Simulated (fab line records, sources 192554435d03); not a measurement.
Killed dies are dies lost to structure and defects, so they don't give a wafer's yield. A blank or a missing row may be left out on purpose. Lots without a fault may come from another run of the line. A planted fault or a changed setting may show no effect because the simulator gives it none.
fab line records | flow n5_finfet
record lots=5 wafers=15 last_day=16
route steps=1938 shown BEOL_M9@1462 BEOL_M10@1470
lots that met no fault: from a run of the same line without faults
start_h: hours from the record's first day to the start of the lot's first wafer shown | wait_h: hours since the lot's step before | " the same as in the row above | L1.1+2: a row that stands for several wafers | - no value, or no start given | * or withheld: withheld | < > ~ a bound
route shown NAME@n: a module of which the file shows steps, and the number in the route of the first | usual: mean/standard deviation of fault-free wafers | same: alike in all rows | chamber/n: place in a boat | sites: the reading at each site | _std_site: their standard deviation | _edge_site: outer sites' mean less inner sites' | radius_mm: how far each site lies from the wafer's centre | mask NAME#n: copy n | behind: the tool/chamber that last shaped the wafer | hold: why the lot was held/for how many hours/how that ended | device: the transistor (n, p or np) that didn't switch | end of line: the same wafers' tests at the end of the route | a step without rows: its recipe alone | killed: dies lost to structure and defects at the first sort, not the wafer's yield | map: a wafer's dies, x killed, . not, _ none there
set.NAME: the setting as run; set.NAME@STEP: as run at that earlier step | model.NAME: the simulator's own value behind a step, which no gauge read
lots at some steps of the route; a table a step, a row a wafer
services: from which hour (start_h, from the record's first day; less than 0 if before it) a tool's chamber was out of use, for how many hours, and why
## steps
# step N5_BEOL_M9_ECD_50
# recipe material=Cu target_thk_a=3180
# columns lot.wafer tool chamber start_h wait_h
L081.4+5+6 ecd_cu-01 1,0,1 258.77 0.1
L088.3+4+6 ecd_cu-01 0,1,1 289.16 0.1
L087.1+3+5 ecd_cu-02 0 298.73 0.1
L094.1+3+4 ecd_cu-01 0,0,1 327.04 0.1
L093.1+3+5 ecd_cu-01 1 332.90 0.1
# step N5_BEOL_M9_ANNEAL_51
# recipe temp_c=225 time_s=90 ambient=N2
# usual wafer_temp_C_max=225.9/0.36
# columns lot.wafer tool chamber start_h wait_h wafer_temp_C_max
L081.4 rtp_anneal-02 0 259.06 0.3 226.0
L081.5 " 0 " " 225.7
L081.6 " 0 " " 225.6
L088.3 rtp_anneal-02 0 289.33 0.1 225.3
L088.4 " 0 " " 225.3
L088.6 " 0 " " 225.7
L087.1 rtp_anneal-01 0 299.59 0.8 226.1
L087.3 " 0 " " 226.7
L087.5 " 0 " " 226.9
L094.1 rtp_anneal-02 0 327.30 0.2 225.8
L094.3 " 0 " " 225.8
L094.4 " 0 " " 225.4
L093.1 rtp_anneal-02 0 333.01 0.1 225.9
L093.3 " 0 " " 226.0
L093.5 " 0 " " 225.9
# step N5_BEOL_M9_CMP_52
# recipe stop_on=SiCOH_lowk t_overpolish_s=7 down_force_psi=1 platen_rpm=50 clearing_platen_down_force_psi=1.5 clearing_platen_rpm=50 post_cmp_clean=cu_alkaline target_thk_nm=140 clearing_platen_pad_velocity_m_s=0.99484 pad_velocity_m_s=0.99484
# usual barrier_field_endpoint_s=28.8/0.74 clearing_platen_rpm=49.999/0.023 motor_current_A=5.9/0.53 overpolish_run_s=7.000/0.0087 time_to_endpoint_s=65/3.5
# columns lot.wafer tool chamber start_h wait_h barrier_field_endpoint_s clearing_platen_rpm motor_current_A overpolish_run_s time_to_endpoint_s
L081.4 cmp-03 1 259.28 0.2 28.6 50.012 6.3 6.988 69
L081.6 " 0 " " 28.8 50.003 5.5 7.006 70
L081.5 " 1 " " 28.5 50.010 7.0 6.998 68
L088.3 cmp-02 3 289.54 0.2 28.0 49.982 6.6 6.982 63
L088.4 " 0 " " 27.7 50.052 5.2 6.997 60
L088.6 " 3 " " 30.2 49.985 6.7 6.997 67
L087.3 cmp-02 0 300.74 0.6 27.6 50.000 5.1 6.983 59
L087.1 " 1 " " 29.1 50.056 5.5 7.011 69
L087.5 " 0 " " 28.0 49.964 5.6 6.998 61
L094.1 cmp-03 0 327.61 0.3 30.1 49.978 5.6 6.994 69
L094.3 " 1 " " 27.6 49.977 6.5 7.005 63
L094.4 " 3 " " 29.6 49.997 5.9 7.005 68
L093.3 cmp-04 2 333.35 0.2 29.0 50.024 6.2 6.995 63
L093.1 " 3 " " 28.4 49.978 5.2 6.994 63
L093.5 " 2 " " 28.8 50.031 5.8 7.003 60
# step N5_BEOL_M9_THK_MEAS_53
# recipe thk_meas_gauge=xrf reads=Cu_of_BEOL_M9_ECD_50
# usual M9_THK=142.2/2.9
# columns lot.wafer tool chamber start_h wait_h M9_THK[nm]
L081.4 film_metro-02 - 259.54 - 146.1
L081.5 " - " " 146.4
L081.6 " - " " 140.3
L088.3 film_metro-01 - 289.84 - 145.9
L088.4 " - " " 138.5
L088.6 " - " " 145.0
L087.1 film_metro-02 - 300.99 - 145.4
L087.3 " - " " 139.6
L087.5 " - " " 140.5
L094.1 film_metro-02 - 327.90 - 138.3
L094.3 " - " " 141.1
L094.4 " - " " 139.5
L093.1 film_metro-02 - 333.60 - 141.5
L093.3 " - " " 146.2
L093.5 " - " " 141.9
# step N5_BEOL_M9_PRE_CLEAN_55
# recipe gas=NH3 time_s=15 temp_c=withheld rf_power_w=300
# columns lot.wafer tool chamber start_h wait_h
L081.4+5+6 pecvd-01 0,1,2 259.59 0.0
L088.3+4+6 pecvd-03 0,0,1 289.87 0.0
L087.1+3+5 pecvd-04 2,1,1 301.03 0.0
L094.1+3+4 pecvd-01 2,1,1 327.94 0.0
L093.1+3+5 pecvd-03 2,0,2 333.64 0.0
# step N5_BEOL_M9_DEP_56
# recipe material=SiCN target_thk_a=150 temp_c=withheld precursor=3MS/NH3 pressure_torr=3 rf_w=202 time_s=26.5
# usual showerhead_plenum_p_Torr=3.667/0.014 throttle_valve_pct=9.1/0.43
# columns lot.wafer tool chamber start_h wait_h showerhead_plenum_p_Torr throttle_valve_pct
L081.4 pecvd-01 0 259.62 0.0 3.661 9.0
L081.5 " 1 " " 3.682 9.2
L081.6 " 2 " " 3.688 8.2
L088.3 pecvd-03 0 289.90 0.0 3.637 9.4
L088.4 " 0 " " 3.638 9.6
L088.6 " 1 " " 3.681 9.2
L087.1 pecvd-04 2 301.06 0.0 3.677 8.8
L087.3 " 1 " " 3.665 9.6
L087.5 " 1 " " 3.669 9.6
L094.1 pecvd-01 2 327.97 0.0 3.680 8.3
L094.3 " 1 " " 3.672 9.2
L094.4 " 1 " " 3.670 9.4
L093.1 pecvd-03 2 333.66 0.0 3.658 9.5
L093.3 " 0 " " 3.641 9.6
L093.5 " 2 " " 3.658 9.5
# step N5_BEOL_M9_RS_MEAS_57
# recipe thk_meas_gauge=four-point-probe reads=Cu_of_BEOL_M9_ECD_50+Co_of_BEOL_M9_CVD_78+TaN_of_BEOL_M9_ALD_74
# usual M9_RS=0.152/0.0035
# columns lot.wafer tool chamber start_h wait_h M9_RS[ohm/sq]
L081.4 film_metro-01 - 259.68 0.0 0.147
L081.5 " - " " 0.147
L081.6 " - " " 0.155
L088.3 film_metro-02 - 289.99 0.1 0.147
L088.4 " - " " 0.155
L088.6 " - " " 0.149
L087.1 film_metro-01 - 301.13 0.1 0.150
L087.3 " - " " 0.156
L087.5 " - " " 0.155
L094.1 film_metro-01 - 328.04 0.1 0.158
L094.3 " - " " 0.155
L094.4 " - " " 0.156
L093.1 film_metro-02 - 333.74 0.1 0.153
L093.3 " - " " 0.147
L093.5 " - " " 0.152
# step N5_BEOL_M9_INSPECT_58
# recipe inspect_instrument=darkfield mode=post_dep
# usual raw_defect_count=78/29
# columns lot.wafer tool chamber start_h wait_h raw_defect_count
L081.4 defect_inspect-01 - 259.70 0.0 75
L081.5 " - " " 40
L081.6 " - " " 65
L088.3 defect_inspect-02 - 290.01 0.0 97
L088.4 " - " " 87
L088.6 " - " " 54
L087.1 defect_inspect-01 - 301.15 0.0 50
L087.3 " - " " 41
L087.5 " - " " 47
L094.1 defect_inspect-01 - 328.07 0.0 113
L094.3 " - " " 153
L094.4 " - " " 77
L093.1 defect_inspect-01 - 333.76 0.0 91
L093.3 " - " " 90
L093.5 " - " " 95
# step N5_BEOL_M10_ILD_DEP_00
# recipe material=SiCOH_lowk target_thk_a=3085.1 temp_c=300 precursor=DEMS/porogen pressure_torr=5 rf_w=500 time_s=58
# usual heater_power_w=336/59 showerhead_plenum_p_Torr=5.747/0.014 throttle_valve_pct=13.8/0.58
# columns lot.wafer tool chamber start_h wait_h heater_power_w showerhead_plenum_p_Torr throttle_valve_pct
L081.4 pecvd-01 2 259.77 0.1 357 5.764 12.6
L081.5 " 1 " " 313 5.742 14.2
L081.6 " 0 " " 297 5.750 14.1
L088.3 pecvd-01 2 290.05 0.0 404 5.764 13.0
L088.4 " 2 " " 408 5.759 12.7
L088.6 " 1 " " 357 5.737 14.4
L087.1 pecvd-02 1 301.19 0.0 282 5.745 14.1
L087.3 " 2 " " 249 5.746 13.5
L087.5 " 0 " " 391 5.765 13.4
L094.1 pecvd-04 2 328.10 0.0 402 5.761 12.9
L094.3 " 0 " " 365 5.726 13.4
L094.4 " 2 " " 407 5.757 13.0
L093.1 pecvd-04 0 333.80 0.0 357 5.738 13.4
L093.3 " 1 " " 411 5.742 14.6
L093.5 " 2 " " 390 5.736 12.7
# step N5_BEOL_M10_CURE_71
# recipe temp_c=385 time_s=240 ambient=He/Ar material=SiCOH_lowk
# usual lamp_power_pct=52.31/0.061 wafer_temp_C_max=387.2/0.66
# columns lot.wafer tool chamber start_h wait_h lamp_power_pct wafer_temp_C_max
L081.4 uv_cure-01 2 260.06 0.3 52.30 387.4
L081.5 " 2 " " 52.16 387.2
L081.6 " 2 " " 52.23 387.1
L088.3 uv_cure-02 0 290.41 0.3 52.25 386.2
L088.4 " 0 " " 52.33 386.1
L088.6 " 0 " " 52.35 386.1
L087.1 uv_cure-03 2 301.27 0.0 52.30 386.9
L087.3 " 2 " " 52.37 386.8
L087.5 " 2 " " 52.28 387.2
L094.1 uv_cure-02 2 328.18 0.0 52.31 386.6
L094.3 " 2 " " 52.28 386.5
L094.4 " 2 " " 52.35 386.8
L093.1 uv_cure-01 0 333.88 0.0 52.22 387.7
L093.3 " 0 " " 52.28 387.7
L093.5 " 0 " " 52.39 388.6
# step N5_BEOL_M10_THK_MEAS_01
# recipe reads=SiCOH_lowk_of_BEOL_M10_ILD_DEP_00
# usual M10_ILD_THK=267/3.2
# columns lot.wafer tool chamber start_h wait_h M10_ILD_THK[nm]
L081.4 film_metro-01 - 260.33 0.2 269
L081.5 " - " " 270
L081.6 " - " " 270
L088.3 film_metro-01 - 290.77 0.3 264
L088.4 " - " " 268
L088.6 " - " " 269
L087.1 film_metro-02 - 302.26 0.8 265
L087.3 " - " " 264
L087.5 " - " " 270
L094.1 film_metro-02 - 328.69 0.4 263
L094.3 " - " " 265
L094.4 " - " " 267
L093.1 film_metro-02 - 334.39 0.4 261
L093.3 " - " " 264
L093.5 " - " " 267
# step N5_BEOL_M10_PECVD_70
# recipe material=SiO2 target_thk_a=200 temp_c=400 precursor=TEOS/O2 pressure_torr=5.5 rf_w=450 teos_flow_sccm=53.8 gas=O2 flow_sccm=3000 time_s=22.7
# usual heater_power_w=769/120 showerhead_plenum_p_Torr=8.82/0.052 throttle_valve_pct=22.1/0.96
# columns lot.wafer tool chamber start_h wait_h heater_power_w showerhead_plenum_p_Torr throttle_valve_pct
L081.4 pecvd-04 1 260.39 0.1 866 8.77 23.7
L081.5 " 0 " " 846 8.81 21.8
L081.6 " 2 " " 853 8.86 21.2
L088.3 pecvd-04 1 290.80 0.0 777 8.78 23.5
L088.4 " 0 " " 918 8.78 21.8
L088.6 " 1 " " 788 8.77 23.7
L087.1 pecvd-04 2 302.30 0.0 890 8.83 21.0
L087.3 " 0 " " 785 8.79 21.8
L087.5 " 2 " " 870 8.85 20.9
L094.1 pecvd-04 2 328.73 0.0 868 8.86 20.6
L094.3 " 1 " " 920 8.74 23.6
L094.4 " 2 " " 887 8.85 20.8
L093.1 pecvd-04 1 334.43 0.0 869 8.77 23.7
L093.3 " 0 " " 776 8.78 21.6
L093.5 " 2 " " 719 8.84 21.0
# step N5_BEOL_M10_HM_DEP_02
# recipe material=TiN target_thk_a=200 temp_c=25 chamber_pressure_pa=0.49996
# usual chamber_pressure_pa=0.5000/0.0011 throttle_valve_pct=30.3/1.2
# columns lot.wafer tool chamber start_h wait_h chamber_pressure_pa throttle_valve_pct
L081.4 pvd_sputter-03 - 262.03 1.6 0.4984 29.5
L081.5 " - " " 0.4990 28.1
L081.6 " - " " 0.4998 30.3
L088.3 pvd_sputter-01 - 292.40 1.6 0.4989 29.8
L088.4 " - " " 0.5002 31.2
L088.6 " - " " 0.5001 29.7
L087.1 pvd_sputter-03 - 303.11 0.8 0.4988 32.4
L087.3 " - " " 0.4993 30.1
L087.5 " - " " 0.4980 28.3
L094.1 pvd_sputter-03 - 329.02 0.3 0.4993 32.5
L094.3 " - " " 0.4994 30.7
L094.4 " - " " 0.5002 29.9
L093.1 pvd_sputter-02 - 334.62 0.2 0.4988 31.4
L093.3 " - " " 0.5005 27.8
L093.5 " - " " 0.4993 31.3
# step N5_BEOL_M10_COAT_59
# recipe resist=SOC temp_c=250 time_s=60 spin_rpm=1500 resist_thk_nm=100
# usual chill_plate_temp_C=23.01/0.1 dispense_pressure_kPa=53/3.7
# columns lot.wafer tool chamber start_h wait_h chill_plate_temp_C dispense_pressure_kPa
L081.4 litho_track-05 0 262.16 0.1 23.04 58
L081.5 " 0 " " 23.07 58
L081.6 " 0 " " 23.04 58
L088.3 litho_track-02 0 292.52 0.1 22.88 49
L088.4 " 0 " " 22.91 49
L088.6 " 0 " " 22.98 49
L087.1 litho_track-02 0 303.23 0.1 23.20 49
L087.3 " 0 " " 23.23 49
L087.5 " 0 " " 23.15 49
L094.1 litho_track-05 0 329.15 0.1 23.00 58
L094.3 " 0 " " 22.97 58
L094.4 " 0 " " 22.73 58
L093.1 litho_track-01 0 334.75 0.1 23.01 53
L093.3 " 0 " " 23.21 53
L093.5 " 0 " " 23.10 53
# step N5_BEOL_M10_COAT_60
# recipe resist=SiARC temp_c=220 time_s=60 spin_rpm=1500 resist_thk_nm=30
# usual chill_plate_temp_C=22.99/0.1 dispense_pressure_kPa=53/3.7
# columns lot.wafer tool chamber start_h wait_h chill_plate_temp_C dispense_pressure_kPa
L081.4 litho_track-05 0 - - 23.19 58
L081.5 " 0 " " 23.14 58
L081.6 " 0 " " 23.15 58
L088.3 litho_track-02 0 - - 22.90 49
L088.4 " 0 " " 22.95 49
L088.6 " 0 " " 22.96 49
L087.1 litho_track-02 0 - - 23.17 49
L087.3 " 0 " " 23.02 49
L087.5 " 0 " " 23.00 49
L094.1 litho_track-05 0 - - 23.10 58
L094.3 " 0 " " 23.05 58
L094.4 " 0 " " 23.08 58
L093.1 litho_track-01 0 - - 23.05 53
L093.3 " 0 " " 23.18 53
L093.5 " 0 " " 23.06 53
# step N5_BEOL_M10_COAT_05
# recipe resist=CAR-ArF spin_rpm=1500 resist_thk_nm=90
# usual chill_plate_temp_C=23.00/0.11 dispense_pressure_kPa=53/3.7
# columns lot.wafer tool chamber start_h wait_h chill_plate_temp_C dispense_pressure_kPa
L081.4 litho_track-05 0 - - 22.94 58
L081.5 " 0 " " 22.90 58
L081.6 " 0 " " 22.85 58
L088.3 litho_track-02 0 - - 23.16 49
L088.4 " 0 " " 23.02 49
L088.6 " 0 " " 23.04 49
L087.1 litho_track-02 0 - - 22.99 49
L087.3 " 0 " " 23.18 49
L087.5 " 0 " " 22.98 49
L094.1 litho_track-05 0 - - 22.92 58
L094.3 " 0 " " 23.11 58
L094.4 " 0 " " 23.05 58
L093.1 litho_track-01 0 - - 23.03 53
L093.3 " 0 " " 22.97 53
L093.5 " 0 " " 22.78 53
# step N5_BEOL_M10_EBR_07
# recipe solvent=PGMEA ebr_width_mm=1.5
# usual chill_plate_temp_C=23.02/0.093
# columns lot.wafer tool chamber start_h wait_h chill_plate_temp_C
L081.4 litho_track-05 0 - - 23.01
L081.5 " 0 " " 22.95
L081.6 " 0 " " 23.05
L088.3 litho_track-02 0 - - 23.14
L088.4 " 0 " " 23.10
L088.6 " 0 " " 23.20
L087.1 litho_track-02 0 - - 22.97
L087.3 " 0 " " 23.08
L087.5 " 0 " " 22.91
L094.1 litho_track-05 0 - - 22.98
L094.3 " 0 " " 23.03
L094.4 " 0 " " 23.16
L093.1 litho_track-01 0 - - 22.97
L093.3 " 0 " " 22.99
L093.5 " 0 " " 22.91
# step N5_BEOL_M10_SOFTBAKE_06
# recipe temp_c=110 time_s=60 resist=CAR-ArF
# usual chill_plate_temp_C=22.98/0.085
# columns lot.wafer tool chamber start_h wait_h chill_plate_temp_C
L081.4 litho_track-05 0 - - 22.99
L081.5 " 0 " " 23.01
L081.6 " 0 " " 22.94
L088.3 litho_track-02 0 - - 23.07
L088.4 " 0 " " 23.01
L088.6 " 0 " " 22.96
L087.1 litho_track-02 0 - - 23.07
L087.3 " 0 " " 23.06
L087.5 " 0 " " 22.92
L094.1 litho_track-05 0 - - 22.99
L094.3 " 0 " " 23.02
L094.4 " 0 " " 22.96
L093.1 litho_track-01 0 - - 23.05
L093.3 " 0 " " 23.02
L093.5 " 0 " " 23.07
# step N5_BEOL_M10_EXPOSE_08
# recipe mask_id=M10 na=1.35 source_shape=dipole sigma_inner=0.411 sigma_outer=0.611 polarization=te dose_mj=53.75
# same sigma_outer=0.611
# columns lot.wafer tool chamber start_h wait_h mask
L081.4+5+6 arfi_scanner-03 0 262.30 - M10#0
L088.3+4+6 arfi_scanner-02 0 292.78 - M10#0
L087.1+3+5 arfi_scanner-03 0 303.35 - M10#0
L094.1+3+4 arfi_scanner-01 0 329.39 - M10#0
L093.1+3+5 arfi_scanner-03 0 334.99 - M10#0
# step N5_BEOL_M10_PEB_09
# recipe peb_temp_c=withheld peb_time_s=60 resist=CAR-ArF
# usual chill_plate_temp_C=23.02/0.12
# columns lot.wafer tool chamber start_h wait_h chill_plate_temp_C
L081.4 litho_track-02 0 262.34 0.0 22.96
L081.5 " 0 " " 23.03
L081.6 " 0 " " 23.02
L088.3 litho_track-02 0 292.83 0.0 22.92
L088.4 " 0 " " 22.95
L088.6 " 0 " " 23.04
L087.1 litho_track-01 0 303.41 0.1 23.14
L087.3 " 0 " " 23.15
L087.5 " 0 " " 23.04
L094.1 litho_track-05 0 329.45 0.1 23.03
L094.3 " 0 " " 22.86
L094.4 " 0 " " 23.13
L093.1 litho_track-05 0 335.05 0.1 22.90
L093.3 " 0 " " 22.78
L093.5 " 0 " " 22.79
# step N5_BEOL_M10_DEVELOP_10
# recipe develop_time_s=30 developer=TMAH resist=CAR-ArF rinse_liquid=diw dry=air_spin dev_temp_c=23
# usual chill_plate_temp_C=22.96/0.11 developer_temp_C=23.02/0.1
# same develop_time_s=30
# columns lot.wafer tool chamber start_h wait_h chill_plate_temp_C developer_temp_C
L081.4 litho_track-02 0 - - 22.75 23.16
L081.5 " 0 " " 22.86 23.17
L081.6 " 0 " " 23.02 23.04
L088.3 litho_track-02 0 - - 22.92 22.93
L088.4 " 0 " " 23.07 22.89
L088.6 " 0 " " 23.02 22.95
L087.1 litho_track-01 0 - - 22.98 22.95
L087.3 " 0 " " 22.86 23.08
L087.5 " 0 " " 22.93 23.11
L094.1 litho_track-05 0 - - 23.05 23.09
L094.3 " 0 " " 23.04 23.05
L094.4 " 0 " " 23.08 23.18
L093.1 litho_track-05 0 - - 23.05 22.91
L093.3 " 0 " " 23.04 22.97
L093.5 " 0 " " 22.94 22.91
# step N5_BEOL_M10_CD_MEAS_11
# recipe target_cd_nm=64.1 landing_energy_ev=500 detector=se_inlens polarity=opening
# usual cd_nm=64.3/0.61
# columns lot.wafer tool chamber start_h wait_h cd_nm
L081.4 cd_sem-01 0 262.41 - 63.0
L081.5 " 0 " " 64.5
L081.6 " 0 " " 64.9
L088.3 cd_sem-02 0 292.90 - 65.1
L088.4 " 0 " " 64.7
L088.6 " 0 " " 64.5
L087.1 cd_sem-01 0 303.48 - 64.2
L087.3 " 0 " " 63.6
L087.5 " 0 " " 63.1
L094.1 cd_sem-03 0 329.52 - 64.6
L094.3 " 0 " " 64.1
L094.4 " 0 " " 64.8
L093.1 cd_sem-02 0 335.12 - 64.6
L093.3 " 0 " " 65.1
L093.5 " 0 " " 63.5
# step N5_BEOL_M10_OVL_MEAS_12
# recipe points_per_wafer=44
# usual M10_OVL=-0.8/0.84
# columns lot.wafer tool chamber start_h wait_h M10_OVL[nm]
L081.4 overlay-02 0 262.43 0.0 -0.8
L081.5 " 0 " " -1.8
L081.6 " 0 " " -0.3
L088.3 overlay-01 0 292.92 0.0 0.2
L088.4 " 0 " " -0.1
L088.6 " 0 " " -1.0
L087.1 overlay-01 0 303.51 0.0 0.1
L087.3 " 0 " " -0.8
L087.5 " 0 " " -0.1
L094.1 overlay-02 0 329.55 0.0 -2.0
L094.3 " 0 " " -1.7
L094.4 " 0 " " -0.6
L093.1 overlay-02 0 335.15 0.0 -0.1
L093.3 " 0 " " -0.3
L093.5 " 0 " " -0.6
# step N5_BEOL_M10_INSPECT_13
# recipe mode=adi inspect_instrument=brightfield
# usual raw_defect_count=423/89
# columns lot.wafer tool chamber start_h wait_h raw_defect_count
L081.4 defect_inspect-02 - 262.46 0.0 455
L081.5 " - " " 341
L081.6 " - " " 394
L088.3 defect_inspect-01 - 292.95 0.0 445
L088.4 " - " " 395
L088.6 " - " " 349
L087.1 defect_inspect-02 - 303.53 0.0 386
L087.3 " - " " 387
L087.5 " - " " 328
L094.1 defect_inspect-02 - 329.58 0.0 502
L094.3 " - " " 509
L094.4 " - " " 401
L093.1 defect_inspect-02 - 335.17 0.0 450
L093.3 " - " " 452
L093.5 " - " " 400
# step N5_BEOL_M10_DESCUM_16
# recipe chemistry=O2 time_s=7.9 source_power_w=50 bias_power_w=20 pressure_mtorr=20 rf_frequency_hz=2.712e+07 temp_c=40 resist=CAR-ArF o2_flow_sccm=225
# usual drypump_motor_current_A=5.7/0.46 oes_product_au=0.78/0.09 rf_vpp_V=243.3/1.2 showerhead_plenum_p_Torr=2.11/0.06 throttle_valve_pct=20.41/0.25
# columns lot.wafer tool chamber start_h wait_h drypump_motor_current_A oes_product_au rf_hours_counter_h rf_vpp_V showerhead_plenum_p_Torr throttle_valve_pct
L081.4 rie_diel-01 2 262.51 0.0 4.8 0.70 - 241.4 2.00 20.67
L081.5 " 0 " " 5.8 0.75 - 243.8 2.09 20.45
L081.6 " 3 " " 6.1 0.82 - 243.6 2.19 20.12
L088.3 rie_diel-01 2 292.98 0.0 4.8 0.69 227 242.0 1.99 20.69
L088.4 " 0 " " 5.8 0.72 208 242.5 2.09 20.46
L088.6 " 1 " " 5.1 0.96 - 244.2 2.16 20.17
L087.1 rie_diel-01 1 303.93 0.4 5.0 0.94 8 242.5 2.16 20.19
L087.3 " 0 " " 5.8 0.72 212 244.3 2.09 20.50
L087.5 " 1 " " 5.0 0.95 - 244.2 2.16 20.18
L094.1 rie_diel-03 1 330.41 0.8 5.4 0.72 194 244.0 2.08 20.24
L094.3 " 0 " " 5.3 0.75 154 244.8 2.19 20.27
L094.4 " 3 " " 5.9 0.87 41 243.5 2.16 20.29
L093.1 rie_diel-03 0 336.02 0.8 5.3 0.75 157 243.0 2.19 20.28
L093.3 " 2 " " 5.2 0.72 227 242.7 2.06 20.33
L093.5 " 3 " " 5.9 0.86 - 244.4 2.15 20.28
# step N5_BEOL_M10_ETCH_61
# recipe chemistry=CF4 target=SiARC target_depth_a=390 mask_material=CAR-ArF time_s=65 ion_energy_ev=80 pressure_mtorr=40 source_w=545 bias_w=36 Ar_flow_sccm=100 cf4_flow_sccm=100 ends=cleared
# usual drypump_motor_current_A=5.7/0.46 etch_rf_on_time_s=64.5/1.3 oes_product_au=0.67/0.08 rf_vpp_V=184.2/1.1 showerhead_plenum_p_Torr=2.15/0.064 throttle_valve_pct=15.56/0.23
# columns lot.wafer tool chamber start_h wait_h drypump_motor_current_A etch_rf_on_time_s oes_product_au rf_hours_counter_h rf_vpp_V showerhead_plenum_p_Torr throttle_valve_pct
L081.4 rie_diel-01 2 262.55 0.0 4.8 64.8 0.59 - 182.2 2.04 15.78
L081.5 " 0 " " 5.8 65.3 0.62 - 183.1 2.12 15.56
L081.6 " 3 " " 6.2 63.7 0.70 - 186.0 2.27 15.51
L088.3 rie_diel-01 2 293.02 0.0 4.8 65.1 0.58 227 184.2 2.04 15.80
L088.4 " 0 " " 5.8 65.8 0.61 208 183.3 2.12 15.58
L088.6 " 1 " " 5.1 62.7 0.84 - 185.5 2.19 15.18
L087.1 rie_diel-01 1 303.96 0.0 5.1 62.3 0.83 8 183.7 2.19 15.16
L087.3 " 0 " " 5.8 66.2 0.60 212 185.2 2.12 15.59
L087.5 " 1 " " 5.1 61.8 0.84 - 185.3 2.19 15.17
L094.1 rie_diel-03 1 330.44 0.0 5.4 66.9 0.61 194 184.5 2.12 15.49
L094.3 " 0 " " 5.3 65.0 0.65 154 184.0 2.22 15.45
L094.4 " 3 " " 5.9 62.5 0.75 41 185.2 2.19 15.34
L093.1 rie_diel-03 0 336.05 0.0 5.3 64.8 0.64 157 186.8 2.22 15.46
L093.3 " 2 " " 5.2 64.5 0.62 227 184.7 2.12 15.62
L093.5 " 3 " " 5.9 62.7 0.75 - 184.7 2.19 15.36
# step N5_BEOL_M10_ETCH_62
# recipe chemistry=N2/H2 target=SOC target_depth_a=1100 overetch_a=220 mask_material=SiARC temp_c=40 time_s=165 ion_energy_ev=200 pressure_mtorr=30 source_w=840 bias_w=150 n2_flow_sccm=200 h2_flow_sccm=200
# usual drypump_motor_current_A=5.7/0.46 oes_product_au=0.66/0.072 rf_vpp_V=524.2/2.3 showerhead_plenum_p_Torr=2.55/0.074 throttle_valve_pct=17.73/0.26
# columns lot.wafer tool chamber start_h wait_h drypump_motor_current_A oes_product_au rf_hours_counter_h rf_vpp_V showerhead_plenum_p_Torr throttle_valve_pct
L081.4 rie_diel-01 2 262.64 0.1 4.8 0.58 - 519.8 2.42 18.06
L081.5 " 0 " " 5.9 0.61 - 523.8 2.52 17.75
L081.6 " 3 " " 6.2 0.69 - 526.9 2.67 17.51
L088.3 rie_diel-01 2 293.07 0.0 4.8 0.58 227 521.0 2.42 18.07
L088.4 " 0 " " 5.8 0.61 208 522.9 2.51 17.75
L088.6 " 1 " " 5.1 0.83 - 523.6 2.61 17.44
L087.1 rie_diel-01 1 304.01 0.0 5.1 0.81 8 526.0 2.61 17.47
L087.3 " 0 " " 5.8 0.61 212 523.5 2.51 17.76
L087.5 " 1 " " 5.1 0.82 - 525.0 2.61 17.45
L094.1 rie_diel-03 1 330.49 0.0 5.4 0.61 194 524.5 2.53 17.75
L094.3 " 0 " " 5.3 0.65 154 527.1 2.64 17.53
L094.4 " 3 " " 6.0 0.73 41 524.9 2.59 17.55
L093.1 rie_diel-03 0 336.10 0.0 5.3 0.64 157 528.4 2.64 17.54
L093.3 " 2 " " 5.2 0.62 227 523.4 2.50 17.67
L093.5 " 3 " " 5.9 0.72 - 525.0 2.59 17.56
# step N5_BEOL_M10_STRIP_68
# recipe chemistry=N2/H2 temp_c=40 n2_flow_sccm=200 h2_flow_sccm=200 rf_frequency_hz=6e+07
# columns lot.wafer tool chamber start_h wait_h
L081.4+5+6 rie_diel-01 2,0,3 262.72 0.0
L088.3+4+6 rie_diel-01 2,0,1 293.20 0.1
L087.1+3+5 rie_diel-01 1,0,1 304.15 0.1
L094.1+3+4 rie_diel-03 1,0,3 330.63 0.1
L093.1+3+5 rie_diel-03 0,2,3 336.24 0.1
# step N5_BEOL_M10_STRIP_67
# recipe chemistry=CF4 resist=SiARC power_w=300 bias_power_w=75 pressure_mtorr=50 cf4_flow_sccm=150 rf_frequency_hz=6e+07
# usual drypump_motor_current_A=5.7/0.46 oes_product_au=0.78/0.085 rf_vpp_V=271.2/1.4 showerhead_plenum_p_Torr=1.80/0.051 throttle_valve_pct=13.54/0.25
# columns lot.wafer tool chamber start_h wait_h drypump_motor_current_A oes_product_au rf_hours_counter_h rf_vpp_V showerhead_plenum_p_Torr throttle_valve_pct
L081.4 rie_diel-01 2 262.73 0.0 4.8 0.70 - 269.0 1.71 13.77
L081.5 " 0 " " 5.8 0.72 - 271.0 1.78 13.55
L081.6 " 3 " " 6.1 0.81 - 273.9 1.89 13.45
L088.3 rie_diel-01 2 293.21 0.0 4.8 0.69 227 268.5 1.70 13.79
L088.4 " 0 " " 5.8 0.72 208 271.7 1.77 13.60
L088.6 " 1 " " 5.0 0.97 - 271.7 1.83 13.12
L087.1 rie_diel-01 1 304.16 0.0 5.0 0.94 8 271.6 1.83 13.12
L087.3 " 0 " " 5.8 0.72 212 271.1 1.77 13.60
L087.5 " 1 " " 5.0 0.95 - 271.1 1.83 13.11
L094.1 rie_diel-03 1 330.64 0.0 5.4 0.72 194 271.3 1.79 13.53
L094.3 " 0 " " 5.3 0.76 154 271.4 1.85 13.43
L094.4 " 3 " " 5.9 0.86 41 271.5 1.84 13.30
L093.1 rie_diel-03 0 336.25 0.0 5.3 0.75 157 273.6 1.85 13.44
L093.3 " 2 " " 5.2 0.72 227 271.0 1.78 13.65
L093.5 " 3 " " 5.9 0.84 - 271.2 1.84 13.30
## services
# columns tool chamber start_h hours kind
cmp-03 - 235.84 10.2 pm
uv_cure-02 - 237.61 1.0 pm
arfi_scanner-02 - 244.18 3.0 pm
arfi_scanner-03 - 249.42 1.0 pm
ecd_cu-02 - 250.17 7.2 pm
cmp-02 - 250.35 4.0 pm
cmp-04 - 253.81 7.0 pm
uv_cure-02 - 258.42 3.4 pm
cmp-02 - 258.64 1.5 repair
pecvd-03 - 258.70 26.5 repair
arfi_scanner-03 - 259.50 1.3 pm
cmp-03 - 261.17 4.2 repair
arfi_scanner-02 - 267.21 8.9 repair
uv_cure-02 - 274.44 6.0 pm
arfi_scanner-02 - 276.12 1.0 pm
arfi_scanner-02 - 277.15 1.3 pm
arfi_scanner-01 - 278.04 3.9 pm
rie_diel-03 3 291.56 6.8 repair
rie_diel-03 - 293.56 1.1 repair
rie_diel-03 0 296.71 5.3 repair
rie_diel-01 - 306.91 75.6 repair
cmp-03 - 318.55 6.7 pm
uv_cure-02 - 328.66 2.1 pm
pecvd-01 - 329.36 1.0 repair
## key
fault none
